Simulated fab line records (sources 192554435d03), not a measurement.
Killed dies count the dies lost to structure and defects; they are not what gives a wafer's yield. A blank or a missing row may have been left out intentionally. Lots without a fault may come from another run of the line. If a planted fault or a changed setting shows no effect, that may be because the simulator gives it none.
What tool caused it?    flow n5_finfet    Sampling: 8 lots, 23 wafers, 7 of 1938 route steps

== WHAT THE GAUGES SHOWED, per wafer ==
N5_FIN_SAQP_OCD_MEAS_76. Usual: trench_depth_nm 120.2 nm, standard deviation 1.5.
lot   measured     on      trench_depth_nm (nm)  flag
L940  day 2 21:38  ocd-02  120.2 121.8 121.2     
L942  day 3 08:46  ocd-02  119.9 120.6 120.6     
L944  day 3 21:19  ocd-01  0.5 0.1 0.3           OFF
L945  day 4 02:01  ocd-02  0 0 0                 OFF
L946  day 4 08:28  ocd-02  0.1 0.5 0             OFF
L953  day 6 03:01  ocd-02  117.8 117.4 122.0     
L955  day 6 13:42  ocd-02  120.4 120.7           
L958  day 7 10:52  ocd-02  118.9 121.0 119.2     

N5_BEOL_M4_RC_MEAS_101. Usual: DIBL_N 36.9 mV/V, standard deviation 1.7; DIBL_P 37.3 mV/V, standard deviation 2.3; IOFF_N 0.16 nA/um, standard deviation 0.033; IOFF_P 0.22 nA/um, standard deviation 0.04; ION_N 673 uA/um, standard deviation 12; ION_P 463 uA/um, standard deviation 8; SS_N 71.6 mV/dec, standard deviation 0.58; SS_P 73.4 mV/dec, standard deviation 0.74; VT_N 250 mV, standard deviation 3.2; VT_P -250 mV, standard deviation 3.4.
lot   measured      on         DIBL_N (mV/V)   DIBL_P (mV/V)   IOFF_N (nA/um)  IOFF_P (nA/um)  ION_N (uA/um)  ION_P (uA/um)  SS_N (mV/dec)   SS_P (mV/dec)   VT_N (mV)    VT_P (mV)       flag
L940  day 8 18:08   prober-02  37.3 36.1 36.7  38.3 37.8 38.3  0.18 0.16 0.18  0.23 0.22 0.24  676 668 684    460 464 475    72.1 71.6 72.0  73.7 72.9 72.8  249 252 247  -249 -250 -249  
L942  day 9 07:04   prober-01  36.9 34.3 35.0  36.3 33.5 33.1  0.17 0.14 0.13  0.20 0.17 0.16  665 684 660    451 461 446    71.1 70.8 71.4  73.1 73.1 72.3  251 250 253  -252 -257 -257  
L953  day 12 03:09  prober-02  36.6 34.0 36.0  36.8 33.8 36.7  0.16 0.12 0.16  0.22 0.17 0.21  674 660 693    465 457 469    72.5 71.4 71.6  73.8 72.9 73.8  251 254 249  -250 -254 -249  
L955  day 12 07:57  prober-01  36.9 35.7       35.1 34.5       0.13 0.13       0.20 0.19       654 661        456 453        71.3 71.7       73.8 73.3       256 252      -252 -251       
L958  day 13 20:19  prober-01  34.2 39.0 36.4  36.0 41.1 37.0  0.12 0.20 0.14  0.19 0.27 0.21  669 677 667    467 465 464    71.6 72.0 71.3  72.4 73.9 73.9  256 246 254  -254 -248 -248  

== TOOL THAT RAN EACH LOT (tool first, then ch and the chambers of the sampled wafers, then the start) ==
lot   N5_FIN_SAQP_MANDREL_ETCH_58      N5_FIN_SAQP_RECESS_71              N5_FIN_SAQP_ETCH_34                N5_FIN_SAQP_HM_CD_35    N5_FIN_SAQP_ETCH_64
L940  rie_si-05 ch 0,1,2, day 2 19:25  vapor_etch-02 ch 0,1, day 2 20:14  rie_diel-02 ch 0,1,3, day 2 21:12  cd_sem-01, day 2 21:21  rie_si-04 ch 0,1,2, day 2 21:23
L942  rie_si-05 ch 0,1, day 3 06:21    vapor_etch-02 ch 1, day 3 07:05    rie_diel-06 ch 0,1,2, day 3 08:20  cd_sem-01, day 3 08:29  rie_si-05 ch 0,2,3, day 3 08:32
L944  rie_si-05 ch 0,2,3, day 3 18:29  vapor_etch-02 ch 0,1, day 3 19:20  rie_diel-06 ch 0,3, day 3 20:52    cd_sem-03, day 3 21:01  rie_si-02 ch 0,1,2, day 3 21:04
L945  rie_si-05 ch 0,1,2, day 4 00:06  vapor_etch-02 ch 0,1, day 4 00:50  rie_diel-02 ch 0,1, day 4 01:35    cd_sem-01, day 4 01:44  rie_si-05 ch 1,2,3, day 4 01:47
L946  rie_si-05 ch 0,1,3, day 4 06:25  vapor_etch-01 ch 0,1, day 4 07:07  rie_diel-02 ch 1,2,3, day 4 08:02  cd_sem-02, day 4 08:11  rie_si-02 ch 1,2,3, day 4 08:13
L953  rie_si-05 ch 1,2,3, day 6 01:06  vapor_etch-01 ch 0,1, day 6 01:47  rie_diel-06 ch 0,2, day 6 02:34    cd_sem-03, day 6 02:43  rie_si-04 ch 0,1,2, day 6 02:46
L955  rie_si-02 ch 0,2, day 6 11:47    vapor_etch-02 ch 0,1, day 6 12:29  rie_diel-06 ch 0,2, day 6 13:16    cd_sem-03, day 6 13:25  rie_si-04 ch 2,3, day 6 13:28
L958  rie_si-02 ch 0,1,3, day 7 08:01  vapor_etch-02 ch 0,1, day 7 08:59  rie_diel-06 ch 0,1, day 7 10:26    cd_sem-02, day 7 10:35  rie_si-02 ch 0,3, day 7 10:37
- N5_FIN_SAQP_MANDREL_ETCH_58: etches a-Si in HBr/Cl2, stops on SiNx, target depth 45 nm, bt time 10 s, time 27 s.
- N5_FIN_SAQP_RECESS_71: chemistry HF/NH3, target SiO2, target depth 3 nm, afs cycles 1, sublimation time 60 s.
- N5_FIN_SAQP_ETCH_34: etches SiO2 in C4F6/O2, target depth 45 nm, time 15 s.
- N5_FIN_SAQP_HM_CD_35: target cd 8 nm.
- N5_FIN_SAQP_ETCH_64: etches SiO2 in CF4, target depth 1.5 nm.

== AS READ BY THE TOOLS THEMSELVES (means over the sampled wafers that have a number; for cases with no such wafer, the mark the record gives instead) ==
N5_FIN_SAQP_MANDREL_ETCH_58. Usual: HBr_flow_sccm 150.0 sccm, standard deviation 0.49; bias_w 75.01 W, standard deviation 0.24; drypump_motor_current_A 5.9 A, standard deviation 0.45; oes_product_au 0.697 a.u., standard deviation 0.014; throttle_valve_pct 35.69 %, standard deviation 0.2.
lot   tool       HBr_flow_sccm (sccm)  bias_w (W)  drypump_motor_current_A (A)  oes_product_au (a.u.)  throttle_valve_pct (%)  flag
L940  rie_si-05  149.9                 75.34       6.0                          0.698                  35.71                   
L942  rie_si-05  150.3                 75.15       6.1                          0.697                  35.76                   
L944  rie_si-05  149.7                 74.92       6.1                          0.687                  35.81                   
L945  rie_si-05  150.0                 74.96       6.0                          0.692                  35.72                   
L946  rie_si-05  149.3                 74.95       6.3                          0.692                  35.82                   
L953  rie_si-05  149.7                 75.11       6.3                          0.696                  35.84                   
L955  rie_si-02  150.2                 75.00       5.9                          0.699                  35.59                   
L958  rie_si-02  149.9                 74.97       5.6                          0.704                  35.70                   

N5_FIN_SAQP_RECESS_71. Usual: drypump_motor_current_A 5.55 A, standard deviation 0.21; foreline_p_Torr 0.1280 Torr, standard deviation 0.00054; temp_c 29.98 C, standard deviation 0.12.
lot   tool           drypump_motor_current_A (A)  foreline_p_Torr (Torr)  temp_c (C)  flag
L940  vapor_etch-02  5.39                         0.1270                  29.94       
L942  vapor_etch-02  5.37                         0.1281                  30.02       
L944  vapor_etch-02  5.42                         0.1282                  30.10       
L945  vapor_etch-02  5.39                         0.1273                  30.01       
L946  vapor_etch-01  5.72                         0.1278                  29.96       
L953  vapor_etch-01  5.72                         0.1279                  29.92       
L955  vapor_etch-02  5.39                         0.1278                  30.09       
L958  vapor_etch-02  5.38                         0.1282                  30.05       

N5_FIN_SAQP_ETCH_34. Usual: C4F6_flow_sccm 10.00 sccm, standard deviation 0.034; O2_flow_sccm 9.997 sccm, standard deviation 0.029; drypump_motor_current_A 5.8 A, standard deviation 0.35; etch_rf_on_time_s 14.97 s, standard deviation 0.25; oes_product_au 0.69 a.u., standard deviation 0.096; rf_vpp_V 675 V, standard deviation 10; showerhead_plenum_p_Torr 2.90 Torr, standard deviation 0.076; throttle_valve_pct 21.11 %, standard deviation 0.26.
lot   tool         C4F6_flow_sccm (sccm)  O2_flow_sccm (sccm)  drypump_motor_current_A (A)  etch_rf_on_time_s (s)  oes_product_au (a.u.)  rf_vpp_V (V)  showerhead_plenum_p_Torr (Torr)  throttle_valve_pct (%)  flag
L940  rie_diel-02  9.99                   9.997                5.7                          15.14                  0.70                   667           2.94                             21.04                   
L942  rie_diel-06  10.00                  10.027               6.1                          15.08                  0.58                   676           2.84                             21.37                   
L944  rie_diel-06  -                      -                    -                            -                      -                      -             -                                -                       OFF
L945  rie_diel-02  -                      -                    -                            -                      -                      -             -                                -                       OFF
L946  rie_diel-02  -                      -                    -                            -                      -                      -             -                                -                       OFF
L953  rie_diel-06  9.98                   9.988                6.0                          14.57                  0.81                   675           2.80                             21.10                   
L955  rie_diel-06  9.98                   10.021               6.0                          14.82                  0.79                   674           2.79                             21.06                   
L958  rie_diel-06  10.04                  9.991                6.3                          14.60                  0.79                   678           2.83                             21.18                   

N5_FIN_SAQP_HM_CD_35. Usual: cd_nm 8.17 nm, standard deviation 0.24.
lot   tool       cd_nm (nm)  flag
L940  cd_sem-01  8.02        
L942  cd_sem-01  8.12        
L944  cd_sem-03  -           OFF
L945  cd_sem-01  -           OFF
L946  cd_sem-02  -           OFF
L953  cd_sem-03  8.11        
L955  cd_sem-03  8.38        
L958  cd_sem-02  8.14        

N5_FIN_SAQP_ETCH_64. Usual: bias_w 400.0 W, standard deviation 0.99; cf4_flow_sccm 80.01 sccm, standard deviation 0.25; drypump_motor_current_A 5.9 A, standard deviation 0.43; oes_product_au 1.000 a.u., standard deviation 0.019; throttle_valve_pct 21.89 %, standard deviation 0.18.
lot   tool       bias_w (W)  cf4_flow_sccm (sccm)  drypump_motor_current_A (A)  oes_product_au (a.u.)  throttle_valve_pct (%)  flag
L940  rie_si-04  399.7       79.94                 5.8                          0.998                  21.78                   
L942  rie_si-05  400.0       79.89                 6.1                          0.992                  21.99                   
L944  rie_si-02  400.6       80.09                 5.7                          1.018                  21.72                   
L945  rie_si-05  399.8       80.15                 6.3                          0.998                  22.12                   
L946  rie_si-02  399.9       79.86                 5.4                          1.002                  21.70                   
L953  rie_si-04  399.1       79.92                 5.8                          0.995                  21.78                   
L955  rie_si-04  400.0       80.04                 5.8                          1.015                  21.79                   
L958  rie_si-02  401.5       79.95                 5.4                          1.007                  21.87                   

== THE ANSWER, worked out from the rows above alone ==
Rule: a lot counts as off when the mean over its wafers that have a number is more than 3 standard deviations away from the usual mean. A lot without any number at a reading at which 4 lots or more have one is off too. All remaining lots with rows at the step are treated as sound. Order of review: gauges by route order, followed by the tools' own readings, for which a lot's mean as printed above is used. The first step at which some lot is off is used, and at that step the reading that is off furthest; a lot without a number counts as furthest.
Off, at N5_FIN_SAQP_OCD_MEAS_76 on trench_depth_nm: L944, L945, L946.
If a tool, at a process step before that reading, ran all the lots that are off and no sound lot after the first of them, it fits. The gauges at N5_FIN_SAQP_OCD_MEAS_76 aren't tried: what is off there is off at N5_FIN_SAQP_ETCH_34 too, on other tools, and a gauge's error can't cause that. Of those tried, none fits.

== WHAT HAD BEEN PUT IN BY THE SIMULATOR ==
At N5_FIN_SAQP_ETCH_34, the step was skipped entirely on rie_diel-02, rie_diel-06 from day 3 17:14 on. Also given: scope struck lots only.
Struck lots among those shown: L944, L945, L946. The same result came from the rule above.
